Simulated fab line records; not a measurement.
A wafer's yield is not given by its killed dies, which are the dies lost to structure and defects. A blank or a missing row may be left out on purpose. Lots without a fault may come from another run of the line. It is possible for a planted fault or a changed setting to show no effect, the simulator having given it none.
Which tool did it? || flow nand harc || Sampling: 11 lots, 33 wafers, 6 of 1302 route steps

## WHAT EACH GAUGE READ, for each wafer
NHARC_A_CHANNEL_HOLE_D2_INSPECT_40. Usual: raw defect count reads 273 (standard deviation 69).
{"lot": "L572", "measured": "day 13 18:18", "on": "defect inspect-02", "raw defect count": "248 319 203", "flag": ""}
{"lot": "L573", "measured": "day 14 05:14", "on": "defect inspect-01", "raw defect count": "184 219 295", "flag": ""}
{"lot": "L574", "measured": "day 14 23:11", "on": "defect inspect-01", "raw defect count": "349 343 303", "flag": ""}
{"lot": "L578", "measured": "day 16 08:41", "on": "defect inspect-02", "raw defect count": "318 222 412", "flag": ""}
{"lot": "L580", "measured": "day 17 05:59", "on": "defect inspect-01", "raw defect count": "293 242 247", "flag": ""}
{"lot": "L581", "measured": "day 17 14:37", "on": "defect inspect-01", "raw defect count": "250 293 205", "flag": ""}
{"lot": "L582", "measured": "day 17 22:55", "on": "defect inspect-01", "raw defect count": "968 933 919", "flag": "OFF"}
{"lot": "L584", "measured": "day 18 06:55", "on": "defect inspect-01", "raw defect count": "772 820 774", "flag": "OFF"}
{"lot": "L583", "measured": "day 18 09:02", "on": "defect inspect-02", "raw defect count": "181 261 167", "flag": ""}
{"lot": "L592", "measured": "day 22 10:27", "on": "defect inspect-02", "raw defect count": "187 265 229", "flag": ""}
{"lot": "L594", "measured": "day 22 17:08", "on": "defect inspect-02", "raw defect count": "207 209 205", "flag": ""}

NHARC_END_SORT_01. Usual: killed at array 62, standard deviation 15; killed at other 0.8, standard deviation 1; killed at periphery 3.7, standard deviation 2.6; killed dies 66, standard deviation 15; killed open 3.1, standard deviation 1.8; killed short 2.6, standard deviation 1.7.
{"lot": "L582", "measured": "day 29 11:07", "on": "prober-01", "killed at array": "130 119 120", "killed at other": "0 0 0", "killed at periphery": "2 3 1", "killed dies": "132 122 121", "killed open": "1 0 1", "killed short": "3 3 2", "flag": "OFF"}
{"lot": "L584", "measured": "day 29 03:23", "on": "prober-02", "killed at array": "145 150 155", "killed at other": "0 0 0", "killed at periphery": "8 5 4", "killed dies": "153 155 159", "killed open": "4 2 2", "killed short": "1 1 2", "flag": "OFF"}

## WHICH TOOL RAN EACH LOT (tool, then ch and the chambers of the sampled wafers, then the start)
{"lot": "L572", "NHARC_A_CHANNEL_HOLE_D2_ETCH_21": "har etch-01 ch 0,1, day 13 13:04", "NHARC_A_CHANNEL_HOLE_D2_ETCH_23": "har etch-01 ch 0,1, day 13 14:07", "NHARC_A_CHANNEL_HOLE_D2_ETCH_25": "har etch-01 ch 0,1, day 13 15:37", "NHARC_A_CHANNEL_HOLE_D2_ETCH_26": "har etch-01 ch 0,1, day 13 16:23"}
{"lot": "L573", "NHARC_A_CHANNEL_HOLE_D2_ETCH_21": "har etch-01 ch 0,1, day 13 23:58", "NHARC_A_CHANNEL_HOLE_D2_ETCH_23": "har etch-01 ch 0,1, day 14 00:58", "NHARC_A_CHANNEL_HOLE_D2_ETCH_25": "har etch-01 ch 0,1, day 14 02:25", "NHARC_A_CHANNEL_HOLE_D2_ETCH_26": "har etch-01 ch 0,1, day 14 03:18"}
{"lot": "L574", "NHARC_A_CHANNEL_HOLE_D2_ETCH_21": "har etch-02 ch 0,1, day 14 17:58", "NHARC_A_CHANNEL_HOLE_D2_ETCH_23": "har etch-02 ch 0,1, day 14 19:02", "NHARC_A_CHANNEL_HOLE_D2_ETCH_25": "har etch-02 ch 0,1, day 14 20:32", "NHARC_A_CHANNEL_HOLE_D2_ETCH_26": "har etch-02 ch 0,1, day 14 21:17"}
{"lot": "L578", "NHARC_A_CHANNEL_HOLE_D2_ETCH_21": "har etch-01 ch 0,1, day 16 03:23", "NHARC_A_CHANNEL_HOLE_D2_ETCH_23": "har etch-01 ch 0,1, day 16 04:24", "NHARC_A_CHANNEL_HOLE_D2_ETCH_25": "har etch-01 ch 0,1, day 16 05:52", "NHARC_A_CHANNEL_HOLE_D2_ETCH_26": "har etch-01 ch 0,1, day 16 06:45"}
{"lot": "L580", "NHARC_A_CHANNEL_HOLE_D2_ETCH_21": "har etch-01 ch 0,1, day 17 00:43", "NHARC_A_CHANNEL_HOLE_D2_ETCH_23": "har etch-01 ch 0,1, day 17 01:44", "NHARC_A_CHANNEL_HOLE_D2_ETCH_25": "har etch-01 ch 0,1, day 17 03:11", "NHARC_A_CHANNEL_HOLE_D2_ETCH_26": "har etch-01 ch 0,1, day 17 04:04"}
{"lot": "L581", "NHARC_A_CHANNEL_HOLE_D2_ETCH_21": "har etch-01 ch 0, day 17 09:25", "NHARC_A_CHANNEL_HOLE_D2_ETCH_23": "har etch-01 ch 0, day 17 10:28", "NHARC_A_CHANNEL_HOLE_D2_ETCH_25": "har etch-01 ch 0, day 17 11:56", "NHARC_A_CHANNEL_HOLE_D2_ETCH_26": "har etch-01 ch 0, day 17 12:43"}
{"lot": "L582", "NHARC_A_CHANNEL_HOLE_D2_ETCH_21": "har etch-01 ch 0,1, day 17 17:39", "NHARC_A_CHANNEL_HOLE_D2_ETCH_23": "har etch-01 ch 0,1, day 17 18:40", "NHARC_A_CHANNEL_HOLE_D2_ETCH_25": "har etch-01 ch 0,1, day 17 20:07", "NHARC_A_CHANNEL_HOLE_D2_ETCH_26": "har etch-01 ch 0,1, day 17 20:59"}
{"lot": "L584", "NHARC_A_CHANNEL_HOLE_D2_ETCH_21": "har etch-01 ch 0,1, day 18 01:43", "NHARC_A_CHANNEL_HOLE_D2_ETCH_23": "har etch-01 ch 0,1, day 18 02:45", "NHARC_A_CHANNEL_HOLE_D2_ETCH_25": "har etch-01 ch 0,1, day 18 04:15", "NHARC_A_CHANNEL_HOLE_D2_ETCH_26": "har etch-01 ch 0,1, day 18 05:01"}
{"lot": "L583", "NHARC_A_CHANNEL_HOLE_D2_ETCH_21": "har etch-02 ch 0,1, day 18 03:44", "NHARC_A_CHANNEL_HOLE_D2_ETCH_23": "har etch-02 ch 0,1, day 18 04:46", "NHARC_A_CHANNEL_HOLE_D2_ETCH_25": "har etch-02 ch 0,1, day 18 06:14", "NHARC_A_CHANNEL_HOLE_D2_ETCH_26": "har etch-02 ch 0,1, day 18 07:07"}
{"lot": "L592", "NHARC_A_CHANNEL_HOLE_D2_ETCH_21": "har etch-01 ch 0,1, day 22 05:07", "NHARC_A_CHANNEL_HOLE_D2_ETCH_23": "har etch-01 ch 0,1, day 22 06:10", "NHARC_A_CHANNEL_HOLE_D2_ETCH_25": "har etch-01 ch 0,1, day 22 07:38", "NHARC_A_CHANNEL_HOLE_D2_ETCH_26": "har etch-01 ch 0,1, day 22 08:24"}
{"lot": "L594", "NHARC_A_CHANNEL_HOLE_D2_ETCH_21": "har etch-02 ch 0,1, day 22 11:27", "NHARC_A_CHANNEL_HOLE_D2_ETCH_23": "har etch-02 ch 0,1, day 22 12:30", "NHARC_A_CHANNEL_HOLE_D2_ETCH_25": "har etch-02 ch 0,1, day 22 13:59", "NHARC_A_CHANNEL_HOLE_D2_ETCH_26": "har etch-02 ch 0,1, day 22 14:45"}
- NHARC_A_CHANNEL_HOLE_D2_ETCH_21: etches the open film in C4F8/O2/Ar, time 514.3 s, target depth 1600 nm.
- NHARC_A_CHANNEL_HOLE_D2_ETCH_23: etches the open film in C4F8/O2/Ar, time 819 s, target depth 1600 nm.
- NHARC_A_CHANNEL_HOLE_D2_ETCH_25: etches the open film in C4F8/O2/Ar, time 1040.2 s, target depth 1500 nm.
- NHARC_A_CHANNEL_HOLE_D2_ETCH_26: etches the open film in C4F8/O2/Ar, time 224.1 s, target depth 300 nm.

## AS READ BY THE TOOLS THEMSELVES (means over the sampled wafers that have a number; for cases with no such wafer, the mark the record gives instead)
NHARC_A_CHANNEL_HOLE_D2_ETCH_21. Usual: drypump motor current A 5.5 A, standard deviation 0.49; showerhead plenum p Torr 3.69 Torr, standard deviation 0.094; throttle valve pct 32.155 %, standard deviation 0.0092.
{"lot": "L572", "tool": "har etch-01", "drypump motor current A (A)": 6.0, "showerhead plenum p Torr (Torr)": 3.68, "throttle valve pct (%)": 32.158, "flag": ""}
{"lot": "L573", "tool": "har etch-01", "drypump motor current A (A)": 5.8, "showerhead plenum p Torr (Torr)": 3.68, "throttle valve pct (%)": 32.154, "flag": ""}
{"lot": "L574", "tool": "har etch-02", "drypump motor current A (A)": 4.9, "showerhead plenum p Torr (Torr)": 3.65, "throttle valve pct (%)": 32.152, "flag": ""}
{"lot": "L578", "tool": "har etch-01", "drypump motor current A (A)": 5.9, "showerhead plenum p Torr (Torr)": 3.66, "throttle valve pct (%)": 32.157, "flag": ""}
{"lot": "L580", "tool": "har etch-01", "drypump motor current A (A)": 5.8, "showerhead plenum p Torr (Torr)": 3.66, "throttle valve pct (%)": 32.148, "flag": ""}
{"lot": "L581", "tool": "har etch-01", "drypump motor current A (A)": 5.7, "showerhead plenum p Torr (Torr)": 3.67, "throttle valve pct (%)": 32.156, "flag": ""}
{"lot": "L582", "tool": "har etch-01", "drypump motor current A (A)": 5.8, "showerhead plenum p Torr (Torr)": 3.65, "throttle valve pct (%)": 32.162, "flag": ""}
{"lot": "L584", "tool": "har etch-01", "drypump motor current A (A)": 5.8, "showerhead plenum p Torr (Torr)": 3.65, "throttle valve pct (%)": 32.155, "flag": ""}
{"lot": "L583", "tool": "har etch-02", "drypump motor current A (A)": 5.0, "showerhead plenum p Torr (Torr)": 3.78, "throttle valve pct (%)": 32.148, "flag": ""}
{"lot": "L592", "tool": "har etch-01", "drypump motor current A (A)": 6.0, "showerhead plenum p Torr (Torr)": 3.61, "throttle valve pct (%)": 32.164, "flag": ""}
{"lot": "L594", "tool": "har etch-02", "drypump motor current A (A)": 5.0, "showerhead plenum p Torr (Torr)": 3.74, "throttle valve pct (%)": 32.152, "flag": ""}

NHARC_A_CHANNEL_HOLE_D2_ETCH_23. Usual: drypump motor current A 5.5 A, standard deviation 0.49; showerhead plenum p Torr 3.69 Torr, standard deviation 0.094; throttle valve pct 32.155 %, standard deviation 0.0091.
{"lot": "L572", "tool": "har etch-01", "drypump motor current A (A)": 6.0, "showerhead plenum p Torr (Torr)": 3.68, "throttle valve pct (%)": 32.148, "flag": ""}
{"lot": "L573", "tool": "har etch-01", "drypump motor current A (A)": 5.8, "showerhead plenum p Torr (Torr)": 3.68, "throttle valve pct (%)": 32.152, "flag": ""}
{"lot": "L574", "tool": "har etch-02", "drypump motor current A (A)": 4.9, "showerhead plenum p Torr (Torr)": 3.65, "throttle valve pct (%)": 32.156, "flag": ""}
{"lot": "L578", "tool": "har etch-01", "drypump motor current A (A)": 6.0, "showerhead plenum p Torr (Torr)": 3.66, "throttle valve pct (%)": 32.152, "flag": ""}
{"lot": "L580", "tool": "har etch-01", "drypump motor current A (A)": 5.8, "showerhead plenum p Torr (Torr)": 3.66, "throttle valve pct (%)": 32.153, "flag": ""}
{"lot": "L581", "tool": "har etch-01", "drypump motor current A (A)": 5.7, "showerhead plenum p Torr (Torr)": 3.67, "throttle valve pct (%)": 32.153, "flag": ""}
{"lot": "L582", "tool": "har etch-01", "drypump motor current A (A)": 5.8, "showerhead plenum p Torr (Torr)": 3.65, "throttle valve pct (%)": 32.157, "flag": ""}
{"lot": "L584", "tool": "har etch-01", "drypump motor current A (A)": 5.8, "showerhead plenum p Torr (Torr)": 3.65, "throttle valve pct (%)": 32.146, "flag": ""}
{"lot": "L583", "tool": "har etch-02", "drypump motor current A (A)": 5.1, "showerhead plenum p Torr (Torr)": 3.78, "throttle valve pct (%)": 32.164, "flag": ""}
{"lot": "L592", "tool": "har etch-01", "drypump motor current A (A)": 6.0, "showerhead plenum p Torr (Torr)": 3.61, "throttle valve pct (%)": 32.156, "flag": ""}
{"lot": "L594", "tool": "har etch-02", "drypump motor current A (A)": 5.1, "showerhead plenum p Torr (Torr)": 3.74, "throttle valve pct (%)": 32.159, "flag": ""}

NHARC_A_CHANNEL_HOLE_D2_ETCH_25. Usual: drypump motor current A 5.5 A, standard deviation 0.49; showerhead plenum p Torr 3.69 Torr, standard deviation 0.094; throttle valve pct 32.235 %, standard deviation 0.0097.
{"lot": "L572", "tool": "har etch-01", "drypump motor current A (A)": 6.0, "showerhead plenum p Torr (Torr)": 3.67, "throttle valve pct (%)": 32.236, "flag": ""}
{"lot": "L573", "tool": "har etch-01", "drypump motor current A (A)": 5.8, "showerhead plenum p Torr (Torr)": 3.68, "throttle valve pct (%)": 32.252, "flag": ""}
{"lot": "L574", "tool": "har etch-02", "drypump motor current A (A)": 4.9, "showerhead plenum p Torr (Torr)": 3.65, "throttle valve pct (%)": 32.234, "flag": ""}
{"lot": "L578", "tool": "har etch-01", "drypump motor current A (A)": 6.0, "showerhead plenum p Torr (Torr)": 3.65, "throttle valve pct (%)": 32.237, "flag": ""}
{"lot": "L580", "tool": "har etch-01", "drypump motor current A (A)": 5.8, "showerhead plenum p Torr (Torr)": 3.65, "throttle valve pct (%)": 32.223, "flag": ""}
{"lot": "L581", "tool": "har etch-01", "drypump motor current A (A)": 5.7, "showerhead plenum p Torr (Torr)": 3.66, "throttle valve pct (%)": 32.240, "flag": ""}
{"lot": "L582", "tool": "har etch-01", "drypump motor current A (A)": 5.8, "showerhead plenum p Torr (Torr)": 3.65, "throttle valve pct (%)": 32.232, "flag": ""}
{"lot": "L584", "tool": "har etch-01", "drypump motor current A (A)": 5.8, "showerhead plenum p Torr (Torr)": 3.64, "throttle valve pct (%)": 32.227, "flag": ""}
{"lot": "L583", "tool": "har etch-02", "drypump motor current A (A)": 5.0, "showerhead plenum p Torr (Torr)": 3.77, "throttle valve pct (%)": 32.239, "flag": ""}
{"lot": "L592", "tool": "har etch-01", "drypump motor current A (A)": 6.0, "showerhead plenum p Torr (Torr)": 3.61, "throttle valve pct (%)": 32.230, "flag": ""}
{"lot": "L594", "tool": "har etch-02", "drypump motor current A (A)": 5.1, "showerhead plenum p Torr (Torr)": 3.74, "throttle valve pct (%)": 32.238, "flag": ""}

NHARC_A_CHANNEL_HOLE_D2_ETCH_26. Usual: drypump motor current A 5.5 A, standard deviation 0.5; showerhead plenum p Torr 3.74 Torr, standard deviation 0.099; throttle valve pct 24.585 %, standard deviation 0.0098.
{"lot": "L572", "tool": "har etch-01", "drypump motor current A (A)": 6.0, "showerhead plenum p Torr (Torr)": 3.72, "throttle valve pct (%)": 24.585, "flag": ""}
{"lot": "L573", "tool": "har etch-01", "drypump motor current A (A)": 5.8, "showerhead plenum p Torr (Torr)": 3.73, "throttle valve pct (%)": 24.591, "flag": ""}
{"lot": "L574", "tool": "har etch-02", "drypump motor current A (A)": 4.9, "showerhead plenum p Torr (Torr)": 3.70, "throttle valve pct (%)": 24.575, "flag": ""}
{"lot": "L578", "tool": "har etch-01", "drypump motor current A (A)": 6.0, "showerhead plenum p Torr (Torr)": 3.70, "throttle valve pct (%)": 24.591, "flag": ""}
{"lot": "L580", "tool": "har etch-01", "drypump motor current A (A)": 5.8, "showerhead plenum p Torr (Torr)": 3.70, "throttle valve pct (%)": 24.593, "flag": ""}
{"lot": "L581", "tool": "har etch-01", "drypump motor current A (A)": 5.7, "showerhead plenum p Torr (Torr)": 3.71, "throttle valve pct (%)": 24.585, "flag": ""}
{"lot": "L582", "tool": "har etch-01", "drypump motor current A (A)": 5.8, "showerhead plenum p Torr (Torr)": 3.69, "throttle valve pct (%)": 24.574, "flag": ""}
{"lot": "L584", "tool": "har etch-01", "drypump motor current A (A)": 5.8, "showerhead plenum p Torr (Torr)": 3.69, "throttle valve pct (%)": 24.593, "flag": ""}
{"lot": "L583", "tool": "har etch-02", "drypump motor current A (A)": 5.0, "showerhead plenum p Torr (Torr)": 3.83, "throttle valve pct (%)": 24.586, "flag": ""}
{"lot": "L592", "tool": "har etch-01", "drypump motor current A (A)": 6.0, "showerhead plenum p Torr (Torr)": 3.65, "throttle valve pct (%)": 24.582, "flag": ""}
{"lot": "L594", "tool": "har etch-02", "drypump motor current A (A)": 5.0, "showerhead plenum p Torr (Torr)": 3.80, "throttle valve pct (%)": 24.579, "flag": ""}

## THE ANSWER, worked out from the rows above alone
Rule: lot off if the mean of its wafers having a number is beyond 3 standard deviations from the usual mean. Also off: a lot with no number at a reading for which 4 or more lots have one. Any other lot the step has rows for is counted as sound. Order of review: gauges by route order, followed by the tools' own readings, for which a lot's mean as printed above is used. At the first step where some lot is off, the reading lying furthest off is the one used; lots without a number count as furthest.
Off: L582, L584, at NHARC_A_CHANNEL_HOLE_D2_INSPECT_40 (raw defect count).
A tool fits if, at a process step before that reading, it ran every lot that is off, and no sound lot after the first of them. The gauges at NHARC_A_CHANNEL_HOLE_D2_INSPECT_40 aren't tried: what is off there is off at NHARC_END_SORT_01 too, on other tools, and a gauge's error can't cause that. Not one of the candidates tried fits.

## WHAT WAS PUT IN BY THE SIMULATOR
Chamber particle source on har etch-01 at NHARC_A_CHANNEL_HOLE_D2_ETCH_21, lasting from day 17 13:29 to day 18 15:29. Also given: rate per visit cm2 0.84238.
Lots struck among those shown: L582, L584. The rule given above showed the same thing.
